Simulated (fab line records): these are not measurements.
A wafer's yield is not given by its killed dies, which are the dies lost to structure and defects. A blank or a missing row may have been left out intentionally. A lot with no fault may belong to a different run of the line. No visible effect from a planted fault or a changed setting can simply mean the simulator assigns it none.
fab line records	flow n5Finfet
record: lots: 7	wafers: 39
route steps=1938 shown DUMMY_GATE@214 GATE_CUT@510 BEOL_M0@731 BEOL_M4@1024 BEOL_M6@1194 BEOL_M11@1599
startH: hours from the record's first day to the start of the lot's first wafer shown	waitH: time in hours since the lot's previous step	" repeats the value in the row above	L1.1+2: a row that stands for several wafers	- no value, or no start was given	* or withheld: withheld	< > ~ a bound
route shown NAME@n: NAME is a module with steps in the file, n the number in the route of the first one	usual: average and standard deviation across the fault-free wafers	same: alike in all rows	chamber/n: place in a boat	sites: the reading at each site	_std_site: the standard deviation of these	_edge_site: the outer-site mean with the inner-site mean subtracted	radiusMm: for every site, how far away it sits from the centre of the wafer	mask NAME#n: copy n	behind: the tool/chamber that last shaped the wafer	hold: why the lot was held/for how many hours/how that ended	device: the n, p or np transistor that did not switch	end of line: the route-end tests of the same wafers	a step with no rows: only its recipe	killed: the dies lost at the first sort to structure and to defects; this is not the yield of the wafer	map: dies across one wafer; x = killed, . = not, _ = none there
set.NAME: the setting the step ran with; set.NAME@STEP: the setting that earlier step ran with	model.NAME: the simulator's own value behind a step, which no gauge read
lots where settings were altered on purpose, with a table for each step and a row for each wafer
== steps ==
step: N5_DUMMY_GATE_ALD_02
recipe: material: SiO2	targetThkA: 20	tempC: 300	aldPrecursorFamily: BDEAS	aldCoReactant: O2-plasma	pulseTimeS: 1	pressureTorr: 2
lot.wafer	tool	chamber	startH	waitH	set.targetThkA	model.SiO2_of_DUMMY_GATE_ALD_02.thkNm
L077.1+2+5	aldSin-03	0,2,0	56.00	0.0	20	2
L077.3+4+6	"	3,1,3	"	"	8.163	0.8
L079.1+2+5	aldSin-04	1,0,1	67.75	0.5	20	2
L079.3+4+6	"	2,3,2	"	"	23.28	2.4
L090.1+2+5	aldSin-04	1,2,3	131.92	0.0	20	2
L092.1+5	aldSin-04	2	145.63	0.1	12.98	1.4
L092.2+3+6	"	1,3,3	"	"	20	2
L092.4	"	0	"	"	12.98	1.2
L093.1+2+3	aldSin-03	1,2,3	152.20	0.0	27.12	2.8
L093.4+5+6	"	1,3,2	"	"	20	2
L095.1+5+6	aldSin-03	0,0,3	162.61	0.1	20	2
L095.2+3+4	"	3,1,2	"	"	23.9	2.4
L097.1+5+6	aldSin-03	1,0,1	175.26	0.5	29.73	3
L097.2+3+4	"	3,2,0	"	"	20	2
step: N5_DUMMY_GATE_CVD_03
recipe: material: a-Si	targetThkA: 1500	tempC: 530	precursor: SiH4	timeS: 8042
step: N5_DUMMY_GATE_PRECLEAN_46
recipe: chemistry: DIW	timeS: 89.5	tempC: 23
step: N5_DUMMY_GATE_ETCH_32
recipe: chemistry: CF4	target: SiO2	targetDepthA: 35	timeS: 3.9	ionEnergyEv: 350	pressureMtorr: 10	icpW: 800	biasW: 400	cf4FlowSccm: 80
step: N5_DUMMY_GATE_ETCH_23
recipe: chemistry: HBr/Cl2/O2	HBr_flow_sccm: 150	Cl2_flow_sccm: 80	O2_flow_sccm: 12	biasW: 102	targetDepthA: 410	timeS: 22.3	target: poly-Si	maskMaterial: SiO2	pressureMtorr: 10	icpW: 800
step: N5_DUMMY_GATE_ETCH_44
recipe: chemistry: HBr/O2	overEtchFrac: 0.7	targetDepthA: 1275	stopOn: SiO2	ionEnergyEv: 60	biasW: 20	target: poly-Si	maskMaterial: SiO2	pressureMtorr: 20	icpW: 400	HBr_flow_sccm: 120	O2_flow_sccm: 10
lot.wafer	tool	chamber	startH	waitH	set.targetThkA@DUMMY_GATE_ALD_02	model.SiO2_of_DUMMY_GATE_ALD_02.thkNm
L077.1+2+5	rieSi-01	3,1,2	65.82	0.0	20	2
L077.3+4	"	0,2	"	"	8.163	0
L077.6	"	3	"	"	8.163	0.8
L079.1+2+5	rieSi-02	0,3,1	77.07	0.0	20	2
L079.3+4+6	"	2,1,0	"	"	23.28	2.4
L090.1+2+5	rieSi-02	3,0,3	141.21	0.0	20	2
L092.1+4	rieSi-06	0,3	154.94	0.0	12.98	1.2
L092.2+3+6	"	1,2,2	"	"	20	2
L092.5	"	1	"	"	12.98	1.4
L093.1	rieSi-02	3	161.59	0.0	27.12	2.6
L093.2+3	"	0,1	"	"	27.12	2.8
L093.4+5+6	"	2,2,3	"	"	20	2
L095.1+5+6	rieSi-06	2,2,1	171.98	0.0	20	2
L095.2+3+4	"	3,0,1	"	"	23.9	2.4
L097.1+5+6	rieSi-01	3,0,3	184.79	0.0	29.73	3
L097.2+3+4	"	2,1,0	"	"	20	2
step: N5_GATE_CUT_ALD_22
recipe: material: SiNx	targetThkA: 160	tempC: 400	aldPrecursorFamily: SiH2I2	aldCoReactant: N2/H2-plasma	pulseTimeS: 1	aldCycles: 320	purgeTimeS: 2	coReactantPurgeTimeS: 2	pressureTorr: 2
lot.wafer	tool	chamber	startH	waitH	set.aldCycles	model.SiNx_of_GATE_CUT_ALD_22.thkNm
L077.1+3	aldSin-02	1,3	103.48	0.0	320	16
L077.2	"	2	"	"	320	16.2
L077.4+5+6	"	0,1,2	"	"	240	12
L079.1+4+5	aldSin-02	2,1,0	114.46	0.0	320	16
L079.2+3+6	"	0,3,3	"	"	320	16.2
L090.1+5	aldSin-01	2,0	177.35	0.0	320	16
L090.2	"	3	"	"	320	16.2
L092.1+3+5	aldSin-02	2,1,1	193.73	0.0	254	12.6
L092.2+4+6	"	3,0,0	"	"	320	16
L093.1+2+4	aldSin-01	0,2,1	199.09	0.0	168	8.4
L093.3+5+6	"	3,1,0	"	"	320	16
L095.1+4+6	aldSin-04	3,1,1	209.26	0.0	320	16
L095.2	"	2	"	"	505	25.4
L095.3+5	"	0	"	"	505	25.2
L097.1+2+3+4+5	aldSin-02	1,0,2,3,0	222.86	0.0	320	16
L097.6	"	1	"	"	320	15.8
step: N5_GATE_CUT_CMP_23
recipe: stopOn: SiO2	tOverpolishS: 23.4	postCmpClean: alkalineBrush	downForcePsi: 2.5	platenRpm: 51.8	padVelocityMS: 1.0307	targetThkNm: 16
lot.wafer	tool	chamber	startH	waitH	set.aldCycles@GATE_CUT_ALD_22	model.SiNx_of_GATE_CUT_ALD_22.thkNm
L077.4+6+5	cmp-02	0,0,1	104.97	0.8	240	12
L077.1+3	"	1,3	"	"	320	16
L077.2	"	2	"	"	320	16.2
L079.3+2+6	cmp-03	3,1,0	115.95	0.8	320	16.2
L079.4+1+5	"	0,2,3	"	"	320	16
L090.1+5	cmp-03	1,2	178.84	0.8	320	16
L090.2	"	3	"	"	320	16.2
L092.2+4+6	cmp-04	2,0,3	195.22	0.8	320	16
L092.1+3+5	"	3,1,2	"	"	254	12.6
L093.1+4+2	cmp-04	3,0,2	200.58	0.8	168	8.4
L093.3+6+5	"	1,3,0	"	"	320	16
L095.1+4+6	cmp-03	2,0,3	210.75	0.8	320	16
L095.2	"	3	"	"	505	15.8
L095.3	"	1	"	"	505	15.6
L095.5	"	2	"	"	505	16.6
L097.1+2+3+4+5	cmp-04	0,1,2,3,1	224.35	0.8	320	16
L097.6	"	0	"	"	320	15.8
step: N5_BEOL_M0_ALD_136
recipe: material: TaN	targetThkA: *	tempC: 275	aldPrecursorFamily: PDMAT	aldCoReactant: NH3	pressureTorr: 3	carrierFlowSccm: 1500	pulseTimeS: 2	purgeTimeS: 3	coReactantPurgeTimeS: 2	coReactantPulseTimeS: 3	aldCycles: 30	precursorVesselTempC: 75	precursorVesselPressureTorr: 26.25	precursorVesselCarrierSccm: 1000
lot.wafer	tool	chamber	startH	waitH	set.aldCycles	model.TaN_of_BEOL_M0_ALD_136.thkNm
L077.1+4+5	aldMetal-02	2,3,0	133.32	0.1	30	*
L077.2+3+6	"	0,1,3	"	"	47	*
L079.1+2+4+5+6	aldMetal-01	2,1,3,3,2	145.60	0.1	30	*
L079.3	"	0	"	"	30	*
L090.1+2+5	aldMetal-04	3,2,0	204.44	0.1	30	*
L092.1+2+3+4+5+6	aldMetal-02	0,3,1,1,3,0	222.88	0.1	30	*
L093.1	aldMetal-04	3	231.95	0.1	30	*
L093.2+4+6	"	1,0,3	"	"	36	*
L093.3+5	"	2	"	"	30	*
L095.1+5	aldMetal-02	1	241.35	0.0	30	*
L095.2	"	3	"	"	30	*
L095.3+4+6	"	0,2,2	"	"	39	*
L097.1+3+4+5	aldMetal-02	0,3,1,0	259.58	0.0	30	*
L097.2+6	"	2,3	"	"	30	*
step: N5_BEOL_M0_SURFACE_TREAT_137
recipe: gas: Ar	timeS: *	ionEnergyEv: *	ionCurrentMaCm2: 0.5	pressureMtorr: *	arFlowSccm: 30
step: N5_BEOL_M0_CVD_115
recipe: material: Co	targetThkA: *	tempC: withheld	precursor: CCTBA/H2	pressureTorr: 30	timeS: 120
step: N5_BEOL_M0_ECD_118
recipe: material: Cu	targetThkA: 3000
step: N5_BEOL_M0_ANNEAL_119
recipe: tempC: 225	timeS: 90	ambient: N2
step: N5_BEOL_M0_CMP_120
recipe: stopOn: SiOC	tOverpolishS: 6.9	downForcePsi: 1	platenRpm: 50	clearingPlatenDownForcePsi: 1.5	clearingPlatenRpm: 50	postCmpClean: cuAlkaline	clearingPlatenPadVelocityMS: 0.99484	padVelocityMS: 0.99484
usual: barrierFieldEndpointS: 3.66/0.14
lot.wafer	tool	chamber	startH	waitH	set.aldCycles@BEOL_M0_ALD_136	barrierFieldEndpointS
L077.1	cmp-04	1	138.06	1.2	30	3.66
L077.3	"	2	"	"	47	4.61
L077.2	"	3	"	"	47	4.62
L077.4	"	0	"	"	30	3.68
L077.6	"	1	"	"	47	4.68
L077.5	"	2	"	"	30	3.64
L079.2	cmp-01	1	148.83	0.2	30	3.72
L079.4	"	2	"	"	30	3.95
L079.3	"	3	"	"	30	3.90
L079.1	"	0	"	"	30	3.73
L079.5	"	1	"	"	30	3.71
L079.6	"	2	"	"	30	3.90
L090.2	cmp-04	2	206.36	0.4	30	3.73
L090.1	"	0	"	"	30	3.87
L090.5	"	2	"	"	30	3.65
L092.3	cmp-03	0	225.21	0.2	30	3.58
L092.4	"	1	"	"	30	3.55
L092.1	"	2	"	"	30	3.74
L092.2	"	3	"	"	30	3.51
L092.6	"	0	"	"	30	3.47
L092.5	"	1	"	"	30	3.67
L093.4	cmp-01	3	233.52	0.1	36	3.93
L093.1	"	0	"	"	30	3.40
L093.2	"	1	"	"	36	3.86
L093.3	"	2	"	"	30	3.68
L093.6	"	3	"	"	36	3.94
L093.5	"	0	"	"	30	3.56
L095.3	cmp-04	3	243.68	0.2	39	3.95
L095.2	"	0	"	"	30	3.37
L095.1	"	1	"	"	30	3.41
L095.4	"	2	"	"	39	3.96
L095.5	"	3	"	"	30	3.62
L095.6	"	0	"	"	39	3.92
L097.2	cmp-04	2	260.91	0.2	30	3.52
L097.3	"	3	"	"	30	3.47
L097.1	"	0	"	"	30	3.51
L097.4	"	1	"	"	30	3.44
L097.5	"	2	"	"	30	3.51
L097.6	"	3	"	"	30	3.61
step: N5_BEOL_M4_HM_DEP_02
recipe: material: TiN	targetThkA: 200	tempC: 25	chamberPressurePa: 0.49996
lot.wafer	tool	chamber	startH	waitH	set.targetThkA	model.TiN_of_BEOL_M4_HM_DEP_02.thkNm
L077.1+2	pvdSputter-01	-	169.03	0.8	237.7	24
L077.3+4+5	"	-	"	"	200	20.2
L077.6	"	-	"	"	237.7	23.8
L079.1	pvdSputter-01	-	181.01	0.8	200	19.8
L079.2+3	"	-	"	"	108.9	11
L079.4+6	"	-	"	"	200	20.2
L079.5	"	-	"	"	108.9	10.8
L090.1+5	pvdSputter-01	-	237.00	0.1	200	20
L090.2	"	-	"	"	200	20.2
L092.1+4+5+6	pvdSputter-01	-	252.53	1.2	200	20
L092.2	"	-	"	"	200	19.6
L092.3	"	-	"	"	200	19.8
L093.1+6	pvdSputter-03	-	259.96	0.5	200	20
L093.2	"	-	"	"	200	20.2
L093.3+4	"	-	"	"	113.3	11.4
L093.5	"	-	"	"	113.3	11.6
L095.1+6	pvdSputter-03	-	272.22	1.0	200	20
L095.2+5	"	-	"	"	264.2	26.2
L095.3	"	-	"	"	200	19.8
L095.4	"	-	"	"	264.2	26.4
L097.1+4	pvdSputter-01	-	288.79	0.2	200	20
L097.2	"	-	"	"	242.1	24.4
L097.3	"	-	"	"	242.1	24.6
L097.5	"	-	"	"	242.1	24.2
L097.6	"	-	"	"	200	20.2
step: N5_BEOL_M4_COAT_61
recipe: resist: SOC	tempC: 250	timeS: 60	spinRpm: 1500	resistThkNm: 60
step: N5_BEOL_M4_COAT_62
recipe: resist: SiARC	tempC: 220	timeS: 60	spinRpm: 1500	resistThkNm: 12
step: N5_BEOL_M4_STRIP_75
recipe: chemistry: N2/H2	tempC: 40	n2FlowSccm: 200	h2FlowSccm: 200	rfFrequencyHz: 6e+07
step: N5_BEOL_M4_STRIP_66
recipe: chemistry: CF4	resist: SiARC	powerW: 300	biasPowerW: 75	pressureMtorr: 50	cf4FlowSccm: 150	rfFrequencyHz: 6e+07
step: N5_BEOL_M4_HM_OPEN_17
recipe: chemistry: Cl2/BCl3	targetDepthA: 200	overetchA: 60	target: TiN	maskMaterial: SOC	ionEnergyEv: 150	pressureMtorr: 10	icpW: 1000	biasW: 126	Cl2_flow_sccm: 53.25	bcl3FlowSccm: 21.75	Ar_flow_sccm: 25
lot.wafer	tool	chamber	startH	waitH	set.targetThkA@BEOL_M4_HM_DEP_02	model.etch.depthNm
L077.1	rieMetal-01	0	169.80	0.0	237.7	23.97
L077.2	"	1	"	"	237.7	23.94
L077.3	"	1	"	"	200	20.11
L077.4	"	0	"	"	200	20.26
L077.5	"	0	"	"	200	20.16
L077.6	"	1	"	"	237.7	23.77
L079.1	rieMetal-02	0	181.78	0.0	200	19.89
L079.2	"	1	"	"	108.9	10.99
L079.3	"	0	"	"	108.9	11.09
L079.4	"	1	"	"	200	20.22
L079.5	"	0	"	"	108.9	10.8
L079.6	"	1	"	"	200	20.21
L090.1	rieMetal-03	0	238.07	0.0	200	19.96
L090.2	"	1	"	"	200	20.16
L090.5	"	1	"	"	200	20.09
L092.1	rieMetal-03	0	253.90	0.0	200	19.92
L092.2	"	1	"	"	200	19.69
L092.3	"	1	"	"	200	19.7
L092.4	"	0	"	"	200	20.08
L092.5	"	1	"	"	200	20.01
L092.6	"	0	"	"	200	19.99
L093.1	rieMetal-02	0	261.21	0.0	200	19.93
L093.2	"	1	"	"	200	20.11
L093.3	"	0	"	"	113.3	11.47
L093.4	"	1	"	"	113.3	11.4
L093.5	"	0	"	"	113.3	11.63
L093.6	"	1	"	"	200	19.96
L095.1	rieMetal-01	0	272.99	0.0	200	20
L095.2	"	1	"	"	264.2	25.59
L095.3	"	0	"	"	200	19.84
L095.4	"	1	"	"	264.2	25.9
L095.5	"	0	"	"	264.2	25.79
L095.6	"	1	"	"	200	19.95
L097.1	rieMetal-01	0	289.57	0.0	200	20.06
L097.2	"	1	"	"	242.1	24.4
L097.3	"	0	"	"	242.1	24.57
L097.4	"	1	"	"	200	20.01
L097.5	"	0	"	"	242.1	24.16
L097.6	"	1	"	"	200	20.12
step: N5_BEOL_M6_ILD_DEP_00
recipe: material: SiCOH_lowk	targetThkA: 1797.5	tempC: 300	precursor: DEMS/porogen	pressureTorr: 5	rfW: 500	timeS: 33.4
lot.wafer	tool	chamber	startH	waitH	set.targetThkA	model.SiCOH_lowk_of_BEOL_M6_ILD_DEP_00.thkNm
L077.1	pecvd-01	2	190.34	0.0	2468	247.6
L077.2	"	0	"	"	2468	245.6
L077.3	"	1	"	"	1797.5	178.6
L077.4	"	2	"	"	1797.5	183.8
L077.5	"	1	"	"	2468	250
L077.6	"	0	"	"	1797.5	179.4
L079.1	pecvd-02	0	201.19	0.0	1056	103.4
L079.2	"	2	"	"	1056	105.6
L079.3	"	1	"	"	1056	102.6
L079.4	"	0	"	"	1797.5	180.2
L079.5	"	1	"	"	1797.5	178.8
L079.6	"	2	"	"	1797.5	178.2
L090.1	pecvd-01	0	258.48	0.0	1797.5	178.2
L090.2	"	1	"	"	1797.5	176.6
L090.5	"	1	"	"	1797.5	180.8
L092.1	pecvd-01	2	273.13	0.0	2702	272.4
L092.2	"	1	"	"	1797.5	177.4
L092.3	"	1	"	"	1797.5	179.8
L092.4	"	2	"	"	2702	276.2
L092.5	"	2	"	"	1797.5	184.2
L092.6	"	1	"	"	2702	272.8
L093.1	pecvd-01	1	281.35	0.0	729.8	70.8
L093.2	"	0	"	"	1797.5	178.6
L093.3	"	2	"	"	1797.5	180.2
L093.4	"	1	"	"	729.8	74.6
L093.5	"	0	"	"	1797.5	180.6
L093.6	"	2	"	"	729.8	77.8
L095.1	pecvd-01	2	293.62	0.0	1797.5	181
L095.2	"	0	"	"	1381	135.8
L095.3	"	1	"	"	1381	136
L095.4	"	0	"	"	1381	140.4
L095.5	"	2	"	"	1797.5	184.8
L095.6	"	1	"	"	1797.5	181.6
L097.1	pecvd-01	1	320.98	0.0	1797.5	180.4
L097.2	"	2	"	"	1797.5	183.2
L097.3	"	0	"	"	1797.5	179.6
L097.4	"	1	"	"	1797.5	184
L097.5	"	2	"	"	1797.5	186
L097.6	"	0	"	"	1797.5	183
step: N5_BEOL_M6_CURE_74
recipe: tempC: 385	timeS: 240	ambient: He/Ar	material: SiCOH_lowk
lot.wafer	tool	chamber	startH	waitH	set.targetThkA@BEOL_M6_ILD_DEP_00	model.SiCOH_lowk_of_BEOL_M6_ILD_DEP_00.thkNm
L077.1	uvCure-02	1	190.41	0.0	2468	214.4
L077.2	"	1	"	"	2468	212.6
L077.3	"	1	"	"	1797.5	154
L077.4	"	1	"	"	1797.5	158.4
L077.5	"	1	"	"	2468	216.4
L077.6	"	1	"	"	1797.5	154.8
L079.1	uvCure-01	0	201.25	0.0	1056	88.8
L079.2	"	0	"	"	1056	90.6
L079.3	"	0	"	"	1056	88.2
L079.4	"	0	"	"	1797.5	155.4
L079.5	"	0	"	"	1797.5	154.2
L079.6	"	0	"	"	1797.5	153.6
L090.1	uvCure-03	1	258.55	0.0	1797.5	153.6
L090.2	"	1	"	"	1797.5	152.4
L090.5	"	1	"	"	1797.5	155.8
L092.1	uvCure-02	0	273.22	0.1	2702	236.2
L092.2	"	0	"	"	1797.5	153
L092.3	"	0	"	"	1797.5	155
L092.4	"	0	"	"	2702	239.6
L092.5	"	0	"	"	1797.5	158.8
L092.6	"	0	"	"	2702	236.4
L093.1	uvCure-03	2	281.42	0.0	729.8	60.8
L093.2	"	2	"	"	1797.5	154
L093.3	"	2	"	"	1797.5	155.4
L093.4	"	2	"	"	729.8	64
L093.5	"	2	"	"	1797.5	155.8
L093.6	"	2	"	"	729.8	66.8
L095.1	uvCure-03	2	293.69	0.0	1797.5	156.2
L095.2	"	2	"	"	1381	116.8
L095.3	"	2	"	"	1381	117
L095.4	"	2	"	"	1381	120.8
L095.5	"	2	"	"	1797.5	159.4
L095.6	"	2	"	"	1797.5	156.6
L097.1	uvCure-01	2	321.04	0.0	1797.5	155.4
L097.2	"	2	"	"	1797.5	158
L097.3	"	2	"	"	1797.5	154.8
L097.4	"	2	"	"	1797.5	158.8
L097.5	"	2	"	"	1797.5	160.4
L097.6	"	2	"	"	1797.5	157.8
step: N5_BEOL_M6_THK_MEAS_01
recipe: reads: SiCOH_lowk_of_BEOL_M6_ILD_DEP_00
usual: M6_ILD_THK: 155.4/2.2
lot.wafer	tool	chamber	startH	waitH	set.targetThkA@BEOL_M6_ILD_DEP_00	M6_ILD_THK[nm]
L077.1	filmMetro-01	-	190.92	0.4	2468	214.3
L077.2	"	-	"	"	2468	212.5
L077.3	"	-	"	"	1797.5	154.0
L077.4	"	-	"	"	1797.5	158.6
L077.5	"	-	"	"	2468	216.4
L077.6	"	-	"	"	1797.5	154.9
L079.1	filmMetro-02	-	201.76	0.4	1056	88.8
L079.2	"	-	"	"	1056	90.6
L079.3	"	-	"	"	1056	88.2
L079.4	"	-	"	"	1797.5	155.4
L079.5	"	-	"	"	1797.5	154.1
L079.6	"	-	"	"	1797.5	153.6
L090.1	filmMetro-01	-	259.06	0.4	1797.5	153.6
L090.2	"	-	"	"	1797.5	152.3
L090.5	"	-	"	"	1797.5	156.0
L092.1	filmMetro-02	-	274.21	0.8	2702	235.9
L092.2	"	-	"	"	1797.5	153.0
L092.3	"	-	"	"	1797.5	154.9
L092.4	"	-	"	"	2702	239.4
L092.5	"	-	"	"	1797.5	158.8
L092.6	"	-	"	"	2702	236.5
L093.1	filmMetro-01	-	281.93	0.4	729.8	60.7
L093.2	"	-	"	"	1797.5	154.0
L093.3	"	-	"	"	1797.5	155.2
L093.4	"	-	"	"	729.8	64.0
L093.5	"	-	"	"	1797.5	155.9
L093.6	"	-	"	"	729.8	66.7
L095.1	filmMetro-01	-	294.20	0.4	1797.5	156.3
L095.2	"	-	"	"	1381	116.7
L095.3	"	-	"	"	1381	117.0
L095.4	"	-	"	"	1381	120.8
L095.5	"	-	"	"	1797.5	159.4
L095.6	"	-	"	"	1797.5	156.6
L097.1	filmMetro-02	-	321.56	0.4	1797.5	155.5
L097.2	"	-	"	"	1797.5	158.0
L097.3	"	-	"	"	1797.5	154.8
L097.4	"	-	"	"	1797.5	158.7
L097.5	"	-	"	"	1797.5	160.5
L097.6	"	-	"	"	1797.5	157.9
step: N5_BEOL_M11_DEP_56
recipe: material: SiCN	targetThkA: 300	tempC: withheld	precursor: 3MS/NH3	pressureTorr: 3	rfW: 675	timeS: 10.5
lot.wafer	tool	chamber	startH	waitH	set.timeS	model.SiCN_of_BEOL_M11_DEP_56.thkNm
L077.1	pecvd-02	0	239.47	0.0	12.62	35.2
L077.2+5	"	1,0	"	"	10.5	29.4
L077.3	"	2	"	"	12.62	35.6
L077.4	"	1	"	"	12.62	35.8
L077.6	"	2	"	"	10.5	30.2
L079.1	pecvd-04	1	250.25	0.0	10.5	30
L079.2	"	2	"	"	12.54	35
L079.3	"	0	"	"	12.54	35.2
L079.4	"	1	"	"	10.5	30.4
L079.5	"	2	"	"	10.5	29.6
L079.6	"	0	"	"	12.54	36
L090.1	pecvd-04	1	304.01	0.0	10.5	30.2
L090.2	"	0	"	"	10.5	29.8
L090.5	"	2	"	"	10.5	30.4
L092.1+5	pecvd-04	1,2	316.29	0.0	5.587	16.2
L092.2+4	"	2,1	"	"	10.5	30.2
L092.3	"	0	"	"	5.587	15.4
L092.6	"	0	"	"	10.5	29.8
L093.1+3	pecvd-03	0,1	323.31	0.0	10.5	29.6
L093.2+6	"	2,1	"	"	10.5	30.2
L093.4	"	0	"	"	10.5	30
L093.5	"	2	"	"	10.5	30.6
L095.1	pecvd-04	2	332.65	0.0	14.23	40.6
L095.2	"	0	"	"	10.5	29.6
L095.3	"	1	"	"	14.23	40.4
L095.4	"	1	"	"	10.5	30.8
L095.5	"	2	"	"	14.23	41.2
L095.6	"	0	"	"	10.5	30.2
L097.1	pecvd-03	1	361.32	0.0	10.5	29.4
L097.2	"	0	"	"	14.39	39.8
L097.3	"	2	"	"	10.5	29.6
L097.4	"	1	"	"	14.39	40.4
L097.5	"	2	"	"	10.5	30.4
L097.6	"	0	"	"	14.39	40.8
== key ==
split: step: N5_DUMMY_GATE_ALD_02	setting: targetThkA	stated: 20	by: wafer
response: step: N5_DUMMY_GATE_ALD_02	reading: model.SiO2_of_DUMMY_GATE_ALD_02.thkNm	change: +0.0206	per: 1%	r: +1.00
response: step: N5_DUMMY_GATE_ETCH_44	reading: model.SiO2_of_DUMMY_GATE_ALD_02.thkNm	change: +0.0241	per: 1%	r: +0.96
split: step: N5_GATE_CUT_ALD_22	setting: aldCycles	stated: 320	by: wafer
response: step: N5_GATE_CUT_ALD_22	reading: model.SiNx_of_GATE_CUT_ALD_22.thkNm	change: +0.161	per: 1%	r: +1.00
response: step: N5_GATE_CUT_CMP_23	reading: model.SiNx_of_GATE_CUT_ALD_22.thkNm	shape: bent	atLowest: 8.4	atStated: 16.03	atHighest: 16
split: step: N5_BEOL_M0_ALD_136	setting: aldCycles	stated: 30	by: wafer
response: step: N5_BEOL_M0_ALD_136	reading: model.TaN_of_BEOL_M0_ALD_136.thkNm	change: *	per: 1%	r: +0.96
response: step: N5_BEOL_M0_CMP_120	reading: barrierFieldEndpointS	change: +0.0171	per: 1%	r: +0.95
split: step: N5_BEOL_M4_HM_DEP_02	setting: targetThkA	stated: 200	by: wafer
response: step: N5_BEOL_M4_HM_DEP_02	reading: model.TiN_of_BEOL_M4_HM_DEP_02.thkNm	change: +0.2	per: 1%	r: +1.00
response: step: N5_BEOL_M4_HM_OPEN_17	reading: model.etch.depthNm	change: +0.196	per: 1%	r: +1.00
split: step: N5_BEOL_M6_ILD_DEP_00	setting: targetThkA	stated: 1797.5	by: wafer
response: step: N5_BEOL_M6_ILD_DEP_00	reading: model.SiCOH_lowk_of_BEOL_M6_ILD_DEP_00.thkNm	change: +1.82	per: 1%	r: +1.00
response: step: N5_BEOL_M6_CURE_74	reading: model.SiCOH_lowk_of_BEOL_M6_ILD_DEP_00.thkNm	change: +1.58	per: 1%	r: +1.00
response: step: N5_BEOL_M6_THK_MEAS_01	reading: M6_ILD_THK	change: +1.58	per: 1%	r: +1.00
split: step: N5_BEOL_M11_DEP_56	setting: timeS	stated: 10.5	by: wafer
response: step: N5_BEOL_M11_DEP_56	reading: model.SiCN_of_BEOL_M11_DEP_56.thkNm	change: +0.294	per: 1%	r: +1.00
